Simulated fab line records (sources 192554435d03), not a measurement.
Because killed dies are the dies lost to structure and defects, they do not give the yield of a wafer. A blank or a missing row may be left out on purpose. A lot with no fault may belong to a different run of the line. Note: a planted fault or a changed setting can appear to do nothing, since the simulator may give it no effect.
fab line records	flow n5_finfet
[record] lots = 7	wafers = 21
route steps=1938 shown BEOL_M13@1661 BEOL_M14@1753 BEOL_M15@1820 MIM_BOT_LITHO@1858 PASSIVATION@1921
start_h: the number of hours between the record's first day and the start of the first shown wafer of the lot	wait_h: hours since the lot's step before	" as in the row above	L1.1+2: a single row standing in for several wafers	- no value, or no start was given	* or withheld: withheld	< > ~ a bound
route shown NAME@n: NAME is a module with steps in the file, n the number in the route of the first one	usual: mean and standard deviation over wafers with no fault	same: alike in all rows	chamber/n: place in a boat	sites: each site's reading	_std_site: their standard deviation	_edge_site: outer sites' mean less inner sites'	radius_mm: for every site, how far away it sits from the centre of the wafer	mask NAME#n: copy n	behind: the last tool/chamber to shape the wafer	hold: what put the lot on hold/how long, in hours/how the hold closed	device: which transistor (n, p or np) failed to switch	end of line: the tests these same wafers got at the end of their route	step lacking rows: just its recipe	killed: dies that structure and defects cost at the first sort, which is not the same as the wafer's yield	map: per-die view of a wafer (x killed, . not killed, _ where there is no die)
set.NAME: the setting as run; set.NAME@STEP: as run at that earlier step	model.NAME: the simulator's own value behind a step, which no gauge read
lots where settings were altered on purpose, with a table for each step and a row for each wafer
[[steps]]
[step N5_BEOL_M13_COAT_58]
[recipe] resist = BARC	temp_c = 205	time_s = 60	spin_rpm = 1500	resist_thk_nm = 89
lot.wafer	tool	chamber	start_h	wait_h	set.spin_rpm	model.BARC_of_BEOL_M13_COAT_58.thk_nm
L076.2	litho_track-05	0	271.70	0.0	1500	88.8
L076.3	"	0	"	"	1500	89
L076.4	"	0	"	"	1500	89.2
L074.3	litho_track-02	0	276.38	0.0	1385	93.2
L074.5	"	0	"	"	1385	93
L074.6	"	0	"	"	1500	89.4
L079.1+6	litho_track-04	0	304.87	0.0	1500	89.2
L079.4	"	0	"	"	1500	89
L083.1+5	litho_track-04	0	333.94	0.0	1500	88.8
L083.6	"	0	"	"	1612	85.8
L092.2+6	litho_track-02	0	379.03	0.0	1500	89.4
L092.5	"	0	"	"	1500	89.6
L088.1+3	litho_track-05	0	379.28	0.0	1418	90.6
L088.5	"	0	"	"	1500	88.4
L095.1+4	litho_track-04	0	404.60	0.0	1500	89.6
L095.5	"	0	"	"	1553	87.6
[step N5_BEOL_M13_COAT_04]
[recipe] spin_rpm = 1625	resist_thk_nm = 400
[step N5_BEOL_M13_EBR_06]
[recipe] solvent = PGMEA	ebr_width_mm = 1.5
[step N5_BEOL_M13_DESCUM_15]
[recipe] chemistry = O2	time_s = 7.9	source_power_w = 50	bias_power_w = 20	pressure_mtorr = 20	rf_frequency_hz = 2.712e+07	temp_c = 40	o2_flow_sccm = 225
[step N5_BEOL_M13_ETCH_59]
[recipe] chemistry = N2/H2	target = BARC	target_depth_a = 890	overetch_a = 267	time_s = 67.9	ion_energy_ev = 200	pressure_mtorr = 30	source_w = 840	bias_w = 150	n2_flow_sccm = 200	h2_flow_sccm = 200
lot.wafer	tool	chamber	start_h	wait_h	set.spin_rpm@BEOL_M13_COAT_58	model.etch.depth_nm
L076.2	rie_diel-02	3	272.26	0.0	1500	88.78
L076.3	"	1	"	"	1500	88.93
L076.4	"	2	"	"	1500	89.29
L074.3	rie_diel-02	0	277.01	0.0	1385	93.19
L074.5	"	3	"	"	1385	93.02
L074.6	"	2	"	"	1500	89.37
L079.1	rie_diel-02	1	305.27	0.0	1500	89.19
L079.4	"	3	"	"	1500	89.07
L079.6	"	2	"	"	1500	89.25
L083.1	rie_diel-05	1	334.34	0.0	1500	88.83
L083.5	"	0	"	"	1500	88.87
L083.6	"	3	"	"	1612	85.73
L092.2	rie_diel-01	1	379.43	0.0	1500	89.37
L092.5	"	2	"	"	1500	89.52
L092.6	"	1	"	"	1500	89.38
L088.1	rie_diel-02	2	379.81	0.0	1418	90.62
L088.3	"	3	"	"	1418	90.54
L088.5	"	2	"	"	1500	88.31
L095.1	rie_diel-02	2	405.12	0.0	1500	89.53
L095.4	"	1	"	"	1500	89.68
L095.5	"	0	"	"	1553	87.54
[step N5_BEOL_M13_VIA_ETCH_16]
[recipe] chemistry = C4F8/O2/Ar	target = SiOC	pressure_mtorr = 30	source_w = 3000	bias_w = 700	Ar_flow_sccm = 400	C4F8_flow_sccm = 15	O2_flow_sccm = 8	he_inner_torr = 15	he_outer_torr = 30	target_depth_a = 9217	time_s = withheld	ion_energy_ev = 250	ends = cleared
[step N5_BEOL_M13_STRIP_63]
[recipe] chemistry = N2/H2	power_w = 1000	temp_c = 250	h2_frac = 0.65	overash_fraction = 0.3	pressure_mtorr = 1000	n2_flow_sccm = 1750	h2_flow_sccm = 3250
[step N5_BEOL_M13_STRIP_64]
[recipe] chemistry = N2/H2	power_w = 1000	temp_c = 250	h2_frac = 0.65	overash_fraction = 0.3	pressure_mtorr = withheld	n2_flow_sccm = 1750	h2_flow_sccm = 3250
[usual] strip_time_to_endpoint_s = 31.33/0.11
lot.wafer	tool	chamber	start_h	wait_h	set.spin_rpm@BEOL_M13_COAT_58	strip_time_to_endpoint_s
L076.2	plasma_asher-01	0	272.61	0.0	1500	31.25
L076.3	"	1	"	"	1500	31.30
L076.4	"	0	"	"	1500	31.39
L074.3	plasma_asher-02	1	277.38	0.0	1385	32.51
L074.5	"	1	"	"	1385	32.45
L074.6	"	0	"	"	1500	31.42
L079.1	plasma_asher-01	1	305.61	0.0	1500	31.36
L079.4	"	1	"	"	1500	31.33
L079.6	"	1	"	"	1500	31.37
L083.1	plasma_asher-01	1	334.68	0.0	1500	31.26
L083.5	"	1	"	"	1500	31.27
L083.6	"	0	"	"	1612	30.36
L092.2	plasma_asher-01	1	379.77	0.0	1500	31.41
L092.5	"	1	"	"	1500	31.46
L092.6	"	0	"	"	1500	31.42
L088.1	plasma_asher-02	0	380.16	0.0	1418	31.77
L088.3	"	1	"	"	1418	31.75
L088.5	"	1	"	"	1500	31.12
L095.1	plasma_asher-02	0	405.47	0.0	1500	31.46
L095.4	"	1	"	"	1500	31.50
L095.5	"	0	"	"	1553	30.90
[step N5_BEOL_M13_SPUTTER_43]
[recipe] material = TaN	target_thk_a = 150	temp_c = 50	bias_v = 168.6	power_w = 15000	chamber_pressure_pa = 0.12	time_s = 24.19
lot.wafer	tool	chamber	start_h	wait_h	set.time_s	model.TaN_of_BEOL_M13_SPUTTER_43.thk_nm
L076.2+3	pvd_sputter-03	-	277.04	0.0	24.19	15
L076.4	"	-	"	"	24.19	15.2
L074.3+6	pvd_sputter-02	-	279.83	0.0	24.19	15
L074.5	"	-	"	"	25.34	15.6
L079.1	pvd_sputter-01	-	312.41	0.0	24.19	15.2
L079.4	"	-	"	"	27.19	17.2
L079.6	"	-	"	"	24.19	15.4
L083.1+6	pvd_sputter-01	-	337.30	0.0	25.43	15.8
L083.5	"	-	"	"	24.19	15
L092.2+5+6	pvd_sputter-01	-	385.42	0.0	24.19	15
L088.1	pvd_sputter-03	-	388.87	0.0	20.94	13.2
L088.3	"	-	"	"	24.19	15
L088.5	"	-	"	"	24.19	15.2
L095.1	pvd_sputter-03	-	407.36	0.0	24.19	15
L095.4+5	"	-	"	"	24.19	14.8
[step N5_BEOL_M14_TRENCH_ETCH_34]
[recipe] chemistry = C4F8/O2/Ar	target = SiO2	target_depth_a = 5566.5	mask_material = SOC	he_inner_torr = 15	he_outer_torr = 30	time_s = 126.9	ion_energy_ev = 800	pressure_mtorr = 20	source_w = 1905	bias_w = 2040	Ar_flow_sccm = 400	C4F8_flow_sccm = 16	O2_flow_sccm = 12
[usual] rf_vpp_V = 2218/31
lot.wafer	tool	chamber	start_h	wait_h	set.bias_w	rf_vpp_V
L076.2	rie_diel-04	0	280.19	0.0	2040	2179
L076.3	"	3	"	"	2040	2185
L076.4	"	1	"	"	2040	2194
L074.3	rie_diel-04	0	283.46	0.0	2040	2179
L074.5	"	3	"	"	2040	2186
L074.6	"	0	"	"	1864	2043
L079.1	rie_diel-03	2	316.05	0.0	1816	2084
L079.4	"	1	"	"	2040	2259
L079.6	"	3	"	"	2040	2197
L083.1	rie_diel-06	0	341.20	0.0	2040	2216
L083.5	"	1	"	"	2040	2249
L083.6	"	0	"	"	2040	2217
L092.2	rie_diel-03	3	389.38	0.0	2353	2425
L092.5	"	1	"	"	2040	2258
L092.6	"	0	"	"	2040	2228
L088.1	rie_diel-06	3	392.13	0.0	2040	2257
L088.3	"	1	"	"	2040	2248
L088.5	"	3	"	"	2040	2258
L095.1	rie_diel-06	1	411.75	0.0	2040	2246
L095.4	"	3	"	"	2289	2444
L095.5	"	2	"	"	2040	2228
[step N5_BEOL_M15_SPUTTER_44]
[recipe] material = Ta	target_thk_a = 150	temp_c = 50	bias_v = 80	power_w = 15000	chamber_pressure_pa = 0.07	time_s = 24.19
lot.wafer	tool	chamber	start_h	wait_h	set.power_w	model.Ta_of_BEOL_M15_SPUTTER_44.thk_nm
L076.2+4	pvd_sputter-02	-	292.75	0.0	15000	15.2
L076.3	"	-	"	"	15000	15
L074.3	pvd_sputter-03	-	296.13	0.0	15000	15
L074.5	"	-	"	"	12640	12.6
L074.6	"	-	"	"	12640	12.8
L079.1	pvd_sputter-01	-	327.24	0.0	15000	15.2
L079.4	"	-	"	"	15000	15
L079.6	"	-	"	"	13920	14
L083.1	pvd_sputter-02	-	347.09	0.0	15000	15.2
L083.5+6	"	-	"	"	15000	15
L092.2	pvd_sputter-02	-	397.99	0.0	15000	14.8
L092.5	"	-	"	"	15000	15.2
L092.6	"	-	"	"	15000	15
L088.1+3	pvd_sputter-01	-	403.64	0.0	13650	14.2
L088.5	"	-	"	"	15000	15.6
L095.1	pvd_sputter-01	-	423.12	0.0	15000	15.2
L095.4+5	"	-	"	"	15000	15
[step N5_MIM_BOT_LITHO_EXPOSE_05]
[recipe] mask_id = MIM_BOT	na = 0.55	source_shape = conventional	sigma_outer = 0.8	polarization = unpolarized	dose_mj = 24.25
lot.wafer	tool	chamber	start_h	wait_h	mask	set.dose_mj
L076.2+3+4	krf_scanner-01	0	297.39	-	MIM_BOT#0	24.25
L074.3	krf_scanner-02	0	300.90	-	MIM_BOT#0	23.13
L074.5+6	"	0	"	"	MIM_BOT#0	24.25
L079.1+4+6	krf_scanner-02	0	333.58	-	MIM_BOT#0	24.25
L083.1+5+6	krf_scanner-02	0	353.57	-	MIM_BOT#0	24.25
L092.2+6	krf_scanner-02	0	404.12	-	MIM_BOT#0	26.03
L092.5	"	0	"	"	MIM_BOT#0	24.25
L088.1+5	krf_scanner-02	0	408.72	-	MIM_BOT#0	24.25
L088.3	"	0	"	"	MIM_BOT#0	24.74
L095.1+4+5	krf_scanner-01	0	430.26	-	MIM_BOT#0	24.25
[step N5_MIM_BOT_LITHO_DEVELOP_07]
[recipe] develop_time_s = 60	rinse_liquid = diw	dry = air_spin	dev_temp_c = 21
lot.wafer	tool	chamber	start_h	wait_h	set.develop_time_s
L076.2+3+4	litho_track-01	0	-	-	60
L074.3	litho_track-01	0	-	-	60
L074.5+6	"	0	"	"	67.77
L079.1+4+6	litho_track-03	0	-	-	60
L083.1	litho_track-04	0	-	-	54.98
L083.5+6	"	0	"	"	60
L092.2	litho_track-04	0	-	-	64.22
L092.5+6	"	0	"	"	60
L088.1+3+5	litho_track-01	0	-	-	60
L095.1+4	litho_track-04	0	-	-	60
L095.5	"	0	"	"	51.9
[step N5_MIM_BOT_LITHO_HARDBAKE_09]
[recipe] temp_c = 130	time_s = 120
[step N5_MIM_BOT_LITHO_CD_MEAS_08]
[recipe] target_cd_nm = 3000	landing_energy_ev = 500	detector = se_inlens	polarity = opening
[usual] cd_nm = 3000.1/1.9
lot.wafer	tool	chamber	start_h	wait_h	set.dose_mj@MIM_BOT_LITHO_EXPOSE_05	cd_nm
L076.2	cd_sem-02	0	297.56	-	24.25	3000.6
L076.3	"	0	"	"	24.25	3000.8
L076.4	"	0	"	"	24.25	3002.3
L074.3	cd_sem-03	0	301.06	-	23.13	2989.2
L074.5	"	0	"	"	24.25	3003.5
L074.6	"	0	"	"	24.25	2999.7
L079.1	cd_sem-03	0	333.76	-	24.25	3001.1
L079.4	"	0	"	"	24.25	2996.2
L079.6	"	0	"	"	24.25	3001.2
L083.1	cd_sem-03	0	353.74	-	24.25	2998.4
L083.5	"	0	"	"	24.25	2998.0
L083.6	"	0	"	"	24.25	2999.6
L092.2	cd_sem-02	0	404.29	-	26.03	3015.6
L092.5	"	0	"	"	24.25	3001.4
L092.6	"	0	"	"	26.03	3012.2
L088.1	cd_sem-01	0	408.90	-	24.25	3001.1
L088.3	"	0	"	"	24.74	3002.9
L088.5	"	0	"	"	24.25	3002.1
L095.1	cd_sem-03	0	430.43	-	24.25	3000.5
L095.4	"	0	"	"	24.25	2998.7
L095.5	"	0	"	"	24.25	2998.1
[step N5_PASSIVATION_EXPOSE_41]
[recipe] mask_id = PASS_OPEN	na = 0.55	defocus_nm = 0	source_shape = conventional	sigma_outer = 0.8	polarization = unpolarized	target_cd_nm = 40000	dose_mj = 57.25
lot.wafer	tool	chamber	start_h	wait_h	mask	set.dose_mj
L076.2+3+4	krf_scanner-02	0	305.91	-	PASS_OPEN#0	57.25
L074.3+6	krf_scanner-02	0	306.87	-	PASS_OPEN#0	57.25
L074.5	"	0	"	"	PASS_OPEN#0	59.45
L079.1+6	krf_scanner-02	0	339.25	-	PASS_OPEN#0	61.1
L079.4	"	0	"	"	PASS_OPEN#0	57.25
L083.1+5+6	krf_scanner-01	0	359.46	-	PASS_OPEN#0	57.25
L092.2	krf_scanner-02	0	409.35	-	PASS_OPEN#0	57.25
L092.5+6	"	0	"	"	PASS_OPEN#0	53.06
L088.1+3+5	krf_scanner-01	0	415.36	-	PASS_OPEN#0	57.25
L095.1+4	krf_scanner-01	0	437.65	-	PASS_OPEN#0	53.24
L095.5	"	0	"	"	PASS_OPEN#0	57.25
[step N5_PASSIVATION_PEB_42]
[recipe] peb_temp_c = withheld	peb_time_s = *
[step N5_PASSIVATION_DEVELOP_43]
[recipe] develop_time_s = 60	rinse_liquid = diw	dry = air_spin	dev_temp_c = 21
[step N5_PASSIVATION_HARDBAKE_45]
[recipe] temp_c = 130	time_s = 120
[step N5_PASSIVATION_CD_MEAS_44]
[recipe] target_cd_nm = 40000	landing_energy_ev = 500	detector = se_inlens
[usual] cd_nm = 40000/4.7
lot.wafer	tool	chamber	start_h	wait_h	set.dose_mj@PASSIVATION_EXPOSE_41	cd_nm
L076.2	cd_sem-03	0	306.08	-	57.25	39997
L076.3	"	0	"	"	57.25	39995
L076.4	"	0	"	"	57.25	39996
L074.3	cd_sem-03	0	307.04	-	57.25	40007
L074.5	"	0	"	"	59.45	40015
L074.6	"	0	"	"	57.25	40005
L079.1	cd_sem-01	0	339.43	-	61.1	40017
L079.4	"	0	"	"	57.25	39999
L079.6	"	0	"	"	61.1	40020
L083.1	cd_sem-03	0	359.64	-	57.25	40013
L083.5	"	0	"	"	57.25	40006
L083.6	"	0	"	"	57.25	40002
L092.2	cd_sem-02	0	409.52	-	57.25	40004
L092.5	"	0	"	"	53.06	39981
L092.6	"	0	"	"	53.06	39978
L088.1	cd_sem-02	0	415.54	-	57.25	40001
L088.3	"	0	"	"	57.25	39995
L088.5	"	0	"	"	57.25	39999
L095.1	cd_sem-01	0	437.83	-	53.24	39979
L095.4	"	0	"	"	53.24	39976
L095.5	"	0	"	"	57.25	40009
[[key]]
[split] step = N5_BEOL_M13_COAT_58	setting = spin_rpm	stated = 1500	by = wafer
[response] step = N5_BEOL_M13_COAT_58	reading = model.BARC_of_BEOL_M13_COAT_58.thk_nm	change = -0.445	per = 1%	r = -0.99
[response] step = N5_BEOL_M13_ETCH_59	reading = model.etch.depth_nm	change = -0.456	per = 1%	r = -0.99
[response] step = N5_BEOL_M13_STRIP_64	reading = strip_time_to_endpoint_s	change = *	per = 1%	r = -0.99
[split] step = N5_BEOL_M13_SPUTTER_43	setting = time_s	stated = 24.19	by = wafer
[response] step = N5_BEOL_M13_SPUTTER_43	reading = model.TaN_of_BEOL_M13_SPUTTER_43.thk_nm	change = +0.146	per = 1%	r = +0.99
[split] step = N5_BEOL_M14_TRENCH_ETCH_34	setting = bias_w	stated = 2040	by = wafer
[response] step = N5_BEOL_M14_TRENCH_ETCH_34	reading = rf_vpp_V	change = +14	per = 1%	r = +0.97
[split] step = N5_BEOL_M15_SPUTTER_44	setting = power_w	stated = 15000	by = wafer
[response] step = N5_BEOL_M15_SPUTTER_44	reading = model.Ta_of_BEOL_M15_SPUTTER_44.thk_nm	change = +0.149	per = 1%	r = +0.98
[split] step = N5_MIM_BOT_LITHO_EXPOSE_05	setting = dose_mj	stated = 24.25	by = wafer
[response] step = N5_MIM_BOT_LITHO_CD_MEAS_08	reading = cd_nm	change = +1.92	per = 1%	r = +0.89
[split] step = N5_MIM_BOT_LITHO_DEVELOP_07	setting = develop_time_s	stated = 60	by = wafer
response none clear
[split] step = N5_PASSIVATION_EXPOSE_41	setting = dose_mj	stated = 57.25	by = wafer
[response] step = N5_PASSIVATION_CD_MEAS_44	reading = cd_nm	change = +3.5	per = 1%	r = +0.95
